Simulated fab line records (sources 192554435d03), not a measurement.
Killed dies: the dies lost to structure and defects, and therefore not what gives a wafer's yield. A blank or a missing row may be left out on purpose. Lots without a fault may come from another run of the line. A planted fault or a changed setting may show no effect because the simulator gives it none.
Comparing a struck lot with a sound one :: flow n5Finfet :: 15 out of 1938 route steps
Sound: wafers L430.2, L430.4, L430.5. Wafers struck: L422.2, L422.3, L422.5. The cause is given at the end.
Each step with rows lists, per side, the tool, then ch with its chambers, then its first start. Under that, the readings that differ: sound wafers :: struck wafers :: difference of the means :: sigmas: that difference in standard deviations of wafers without a fault.
alike: a reading whose means differ by less than 2 such deviations, as well as words and numbers matching on both sides. not compared: withheld readings; readings where some wafer has no value; bounds like >300 that might hide an equal value; numbers whose values overlap and for which the record gives no deviation.
Wherever a step has rows on one side only, a row that says differs or no value, or a row with sigmas, the two part there. When numbers do not overlap yet have no deviation, they are printed without sigmas and do not part them. Lack of a reading on every wafer of one side parts them only where that side has two or more wafers.

N5_BEOL_M9_CD_MEAS_28: the cd target is 70 nm.
  sound on cdSem-02 ch 0, day 13 07:37; struck on cdSem-03 ch 0, day 11 12:44
  alike: cdNm
N5_BEOL_M9_OVL_MEAS_29:
  sound on overlay-01 ch 0, day 13 07:39; struck on overlay-02 ch 0, day 11 12:46
  alike: V8_OVL
N5_BEOL_M9_INSPECT_30: inspects for defects (brightfield).
  sound on defectInspect-01 at day 13 07:42; struck on defectInspect-02 at day 11 12:49
  alike: rawDefectCount
then, 1 step without rows for these wafers: N5_BEOL_M9_DESCUM_33 (chemistry O2, time 7 s).
N5_BEOL_M9_ETCH_76: etches underlayer in N2/H2, target depth 6.5 nm, time 5.2 s.
  sound on rieDiel-01 ch 0,1,3, day 13 07:46; struck on rieDiel-05 ch 0,2,3, day 11 12:53
  alike: biasW, drypumpMotorCurrentA, etchRfOnTimeS, oesProductAu, rfVppV, showerheadPlenumPTorr, throttleValvePct
  not compared: rfHoursCounterH
N5_BEOL_M9_ETCH_65: etches SiARC in CF4, target depth 15.6 nm, time 26 s.
  sound on rieDiel-01 ch 0,1,3, day 13 07:47; struck on rieDiel-05 ch 0,2,3, day 11 12:54
reading: rfVppV (V)
sound: 184.9 187.2 184.3
struck: 182.0 182.0 182.8
difference: -3.2
sigmas: -2
  alike: biasW, drypumpMotorCurrentA, etchRfOnTimeS, oesProductAu, showerheadPlenumPTorr, throttleValvePct
  not compared: rfHoursCounterH
then, 3 steps without rows for these wafers: N5_BEOL_M9_ETCH_66 (etches SOC in N2/H2, target depth 80 nm, overetch 16 nm, time 120 s); N5_BEOL_M9_STRIP_69 (strips in N2/H2); N5_BEOL_M9_STRIP_77 (strips in N2/H2).
N5_BEOL_M9_VIA_ETCH_34: etches SiCOH lowk in C4F6/O2, target depth 182.4 nm, time 68.4 s.
  sound on rieDiel-01 ch 0,1,3, day 13 07:55; struck on rieDiel-05 ch 0,2,3, day 11 13:02
  alike: biasW, drypumpMotorCurrentA, oesProductAu, rfVppV, showerheadPlenumPTorr, throttleValvePct
  not compared: rfHoursCounterH
then, 1 step without rows for these wafers: N5_BEOL_M9_STRIP_73 (strips in C4F6/O2).
N5_BEOL_M9_STRIP_36: strips in N2/H2.
  sound on rieDiel-01 ch 0,1,3, day 13 07:59; struck on rieDiel-05 ch 0,2,3, day 11 13:05
  alike: drypumpMotorCurrentA, oesProductAu, rfVppV, showerheadPlenumPTorr, throttleValvePct
  not compared: rfHoursCounterH
N5_BEOL_M9_TRENCH_ETCH_37: etches SiCOH lowk in C4F6/O2, target depth 151.43 nm, time 49 s.
  sound on rieDiel-01 ch 0,1,3, day 13 08:01; struck on rieDiel-05 ch 0,2,3, day 11 13:08
reading: biasW (W)
sound: 185.0 185.1 184.9
struck: 191.9 193.3 193.0
difference: +7.7
sigmas: +15

reading: rfVppV (V)
sound: 667 667 661
struck: 679 674 679
difference: +12
sigmas: +2
  alike: drypumpMotorCurrentA, oesProductAu, showerheadPlenumPTorr, throttleValvePct
  not compared: rfHoursCounterH
N5_BEOL_M9_ETCH_41: etches SiCN in CH3F/O2, target depth 36.6 nm, time 70.1 s.
  sound: rieDiel-01 ch 0,1,3; struck: rieDiel-05 ch 0,2,3
  alike: biasW, drypumpMotorCurrentA, oesProductAu, rfVppV, showerheadPlenumPTorr, throttleValvePct
  not compared: rfHoursCounterH
N5_PASSIVATION_PROBE_49:
  the record holds rows for the sound wafers here (prober-02, day 15 15:59) but none for the struck ones

WHERE THEY PART
Earliest at N5_BEOL_M9_ETCH_65; latest, in this record, at N5_PASSIVATION_PROBE_49.

WHY: the cause the simulator had injected
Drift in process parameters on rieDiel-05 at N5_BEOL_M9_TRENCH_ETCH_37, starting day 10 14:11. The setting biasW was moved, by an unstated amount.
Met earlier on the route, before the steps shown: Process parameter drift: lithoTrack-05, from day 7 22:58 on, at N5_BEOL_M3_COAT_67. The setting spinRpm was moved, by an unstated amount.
